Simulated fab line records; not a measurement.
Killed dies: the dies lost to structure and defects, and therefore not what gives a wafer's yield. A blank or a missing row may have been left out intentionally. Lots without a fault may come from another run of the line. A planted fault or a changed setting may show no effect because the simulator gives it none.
A lot that was struck, set against a sound lot ; flow nandHarc ; 16 steps out of a route of 1159
Sound: these wafers, L215.1, L215.3, L215.6. Struck: wafers L221.3, L221.4, L221.5. Last of all comes the cause.
Order at every step that has rows: each side's tool, ch and its chambers, its first start. Under that, the readings that differ: sound wafers ; struck wafers ; difference of the means ; sigmas: that difference in standard deviations of wafers without a fault.
alike: readings with means less than 2 such deviations apart, plus words and numbers identical on both sides. not compared: withheld readings, readings lacking a value on some wafer, bounds such as >300 that could conceal the same value, and numbers that have no deviation in the record and whose values overlap.
Wherever a step has rows on one side only, a row that says differs or no value, or a row with sigmas, the two part there. Numbers that have no deviation but don't overlap get no sigmas and don't part them. A reading missing from all wafers of one side parts the sides only when that side holds two or more wafers.

NHARC_P_M2_ETCH_35: etches the open film in N2/H2, target depth 40 nm, overetch 12 nm, time 43.94 s.
  sound on rieDiel-07 ch 1,2, day 9 16:08; struck on rieDiel-06 ch 0,2, day 10 06:52
reading;sound;struck;difference;sigmas
oesProductAu (a.u.);0.996 0.993 0.991;1.000 1.016 1.022;+0.019;+2
  alike: drypumpMotorCurrentA, rfVppV, showerheadPlenumPTorr, throttleValvePct
  not compared: rfHoursCounterH
NHARC_P_M2_ETCH_15: etches the open film in C4F8/Ar, target depth 182.5 nm, time 91.2 s.
  sound: rieDiel-07 ch 0,2; struck: rieDiel-06 ch 0,3
  alike: oesProductAu, rfVppV
  not compared: rfHoursCounterH
NHARC_P_M2_CD_MEAS_16:
  sound on cdSem-02 at day 9 16:21; struck on cdSem-03 at day 10 07:06
  alike: cdNm
then, 1 step without rows for these wafers: NHARC_P_M2_STRIP_18 (strips in N2/H2).
NHARC_P_M2_ETCH_28: etches the open film in CF4/N2, target depth 30 nm, time 72.99 s.
  sound: rieDiel-06 ch 0,3; struck: rieDiel-07 ch 0,2,3
  alike: cf4FlowSccm, drypumpMotorCurrentA, oesProductAu, rfVppV, showerheadPlenumPTorr, throttleValvePct
  not compared: rfHoursCounterH
then, 3 steps without rows for these wafers: NHARC_P_M2_STRIP_19 (strips in post etch residue remover, time 600 s); NHARC_P_M2_DEGAS_29 (time 60 s); NHARC_P_M2_PRE_CLEAN_30 (time 30 s).
NHARC_P_M2_PVD_20: deposits TaN, target thk 5 nm, time 8.06 s.
  sound on pvdSputter-01; struck on pvdSputter-01
  alike: throttleValvePct
then, 2 steps without rows for these wafers: NHARC_P_M2_PVD_21 (deposits Cu, target thk 30 nm, time 20.49 s); NHARC_P_M2_ECD_22 (material Cu, target thk 400 nm).
NHARC_P_M2_ANNEAL_31: time 90 s.
  sound on rtpAnneal-01 ch 0, day 9 17:50; struck on rtpAnneal-01 ch 0, day 10 08:48
  alike: wafer_temp_C_max
NHARC_P_M2_CMP_23: polishes, t overpolish 20 s, target thk 144.3 nm.
  sound on cmp-04 ch 0,1,2, day 9 18:13; struck on cmp-04 ch 0,2,3, day 10 09:05
  no value came back on the struck wafers for edgeZonePressureFrac, motorCurrentA (A), slurryFilterDpKPa (kPa), timeToEndpointS (s); on the sound wafers edgeZonePressureFrac reads 1.011 1.002 1.014
NHARC_P_M2_THK_MEAS_24: measures by xrf.
  sound on filmMetro-01 at day 9 18:31; struck on filmMetro-02 at day 10 09:22
reading;sound;struck;difference;sigmas
thkNm (nm);143.6 140.1 143.3;407.1 405.2 396.0;+260.4;+99 or more
then, 1 step without rows for these wafers: NHARC_P_M2_SRD_25.
-- the record jumps here: 18 days lie between the struck wafers' starts before and after (it left off in module P_M2 and takes up again in module END, whose first step shown is number 1159 of the route) --
NHARC_END_SORT_01:
  sound on prober-02 ch 0, day 26 07:33; struck on prober-01 ch 0, day 28 04:23
reading;sound;struck;difference;sigmas
defectLimitedYield (%);95.1;0 0;-95;-56
killedAtPeriphery;2;649 641;+643;+99 or more
killedDies;33;677 677;+644;+54
sort_bin_2_pct (%);1.9;97.3 95.6;+94.5;+99 or more
sortNPass;644;0 0;-644;-54
sortRimYieldPct (%);98.1;0 0;-98;-49
sortYieldPct (%);95.1;0 0;-95;-56
  alike: killedAtArray, killedAtOther, killedOpen, killedShort, sort_bin_3_pct, sort_bin_4_pct

== WHERE THEY PART ==
Earliest at NHARC_P_M2_ETCH_35; latest, in this record, at NHARC_END_SORT_01.

WHY: the cause the simulator had injected
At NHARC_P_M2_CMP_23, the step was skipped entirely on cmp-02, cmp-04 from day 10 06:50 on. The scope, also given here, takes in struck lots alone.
